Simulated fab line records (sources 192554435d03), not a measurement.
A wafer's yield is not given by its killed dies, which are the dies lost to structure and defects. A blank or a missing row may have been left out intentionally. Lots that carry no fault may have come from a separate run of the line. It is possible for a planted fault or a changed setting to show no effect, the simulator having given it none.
One fault through the eyes of 2 desks + flow n5-finfet + numbers are kept per desk, each desk with only its own; the story behind them comes last

DESK OF THE TOOL OWNER: rie-diel-02
The tool's own readings at N5_MOL_CONTACT_COAG_CONTACT_ETCH_14 (etches SiO2 in C4F6/O2, target depth 27.5 nm, overetch 8.5 nm, time 20 s): means of the sampled wafers that have a number, for each lot that ran on this tool. Any lot whose mean is over 4 standard deviations away from the usual mean is out of limits and marked OUT; that distance is given in the brackets.
Columns: A = drypump-motor-current-A at N5_MOL_CONTACT_COAG_CONTACT_ETCH_14, usual 5.7 A; B = oes-product-au at N5_MOL_CONTACT_COAG_CONTACT_ETCH_14, usual 0.67 a.u.; C = rf-fwd-power-W at N5_MOL_CONTACT_COAG_CONTACT_ETCH_14, usual 363.5 W; D = rf-vpp-V at N5_MOL_CONTACT_COAG_CONTACT_ETCH_14, usual 693 V; E = showerhead-plenum-p-Torr at N5_MOL_CONTACT_COAG_CONTACT_ETCH_14, usual 2.89 Torr; F = throttle-valve-pct at N5_MOL_CONTACT_COAG_CONTACT_ETCH_14, usual 21.31 %
| lot  | first seen here | A   | B    | C               | D              | E    | F     |
|------|-----------------|-----|------|-----------------|----------------|------|-------|
| L749 | day 4 17:49     | 5.6 | 0.65 | 363.9           | 690            | 2.82 | 21.51 |
| L758 | day 6 22:40     | 5.5 | 0.60 | 361.8           | 688            | 2.72 | 21.38 |
| L767 | day 9 04:36     | 5.5 | 0.72 | 406.4 (+20) OUT | 672 (-5.8) OUT | 2.88 | 21.20 |
| L768 | day 9 16:00     | 5.7 | 0.65 | 406.2 (+19) OUT | 669 (-6.5) OUT | 2.84 | 21.42 |
This desk's finding: out of limits on L767, L768; first on L767, day 9 04:36 (rf-fwd-power-W at N5_MOL_CONTACT_COAG_CONTACT_ETCH_14). L749, L758: within limits.

FROM THE METROLOGY DESK
What the gauges read, lot by lot, whatever tool the lot ran on: means of the sampled wafers that have a number. Any lot whose mean is over 4 standard deviations away from the usual mean is out of limits and marked OUT; that distance is given in the brackets. Shown here are 7 of its 10 readings, the ones lying furthest out on some lot.
Columns: A = IOFF_P at N5_BEOL_M4_RC_MEAS_101, usual 0.22 nA/um; B = ION_N at N5_BEOL_M4_RC_MEAS_101, usual 676 uA/um; C = ION_P at N5_BEOL_M4_RC_MEAS_101, usual 463 uA/um; D = SS_N at N5_BEOL_M4_RC_MEAS_101, usual 71.6 mV/dec; E = SS_P at N5_BEOL_M4_RC_MEAS_101, usual 73.4 mV/dec; F = VT_N at N5_BEOL_M4_RC_MEAS_101, usual 249 mV; G = VT_P at N5_BEOL_M4_RC_MEAS_101, usual -249 mV
| lot  | first seen here | A    | B   | C   | D    | E    | F   | G    |
|------|-----------------|------|-----|-----|------|------|-----|------|
| L749 | day 7 23:09     | 0.20 | 673 | 466 | 71.4 | 72.9 | 250 | -249 |
| L750 | day 8 11:25     | 0.21 | 666 | 462 | 71.8 | 72.8 | 252 | -252 |
| L753 | day 8 20:05     | 0.21 | 672 | 457 | 71.3 | 74.2 | 249 | -253 |
| L758 | day 10 04:59    | 0.30 | 687 | 476 | 72.0 | 74.4 | 248 | -241 |
| L759 | day 10 12:26    | 0.18 | 675 | 461 | 70.7 | 72.5 | 252 | -252 |
| L761 | day 10 22:14    | 0.25 | 688 | 471 | 71.3 | 73.7 | 244 | -246 |
| L766 | day 12 01:37    | 0.28 | 686 | 473 | 72.5 | 74.3 | 244 | -244 |
| L767 | day 12 09:54    | 0.20 | 668 | 461 | 71.2 | 72.4 | 250 | -251 |
| L768 | day 12 23:11    | 0.23 | 676 | 472 | 72.2 | 73.2 | 250 | -248 |
| L770 | day 13 03:17    | 0.19 | 679 | 466 | 71.5 | 73.0 | 251 | -250 |
| L772 | day 13 22:28    | 0.24 | 692 | 474 | 72.3 | 73.8 | 246 | -246 |
This desk found nothing out of limits on any of the 11 lots.

BROUGHT TOGETHER
On L767, L768, at day 9 04:36, an alarm was possible from the tool owner's desk.
Metrology desk: nothing out of limits seen.
The metrology desk holds a record of L767, L768, inside its limits.
N5_MOL_CONTACT_COAG_CONTACT_ETCH_14 was run on rie-diel-02 by each of the lots named.

WHAT THE SIMULATOR PUT IN
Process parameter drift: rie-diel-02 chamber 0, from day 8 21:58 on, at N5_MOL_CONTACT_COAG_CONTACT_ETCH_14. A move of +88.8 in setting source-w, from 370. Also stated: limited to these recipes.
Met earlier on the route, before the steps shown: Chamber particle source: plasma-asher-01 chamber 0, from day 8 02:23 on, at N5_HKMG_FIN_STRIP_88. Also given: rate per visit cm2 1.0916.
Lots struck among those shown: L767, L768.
Time in hours from fault onset to the first out-of-limits reading at each desk: the tool owner's desk, 7.
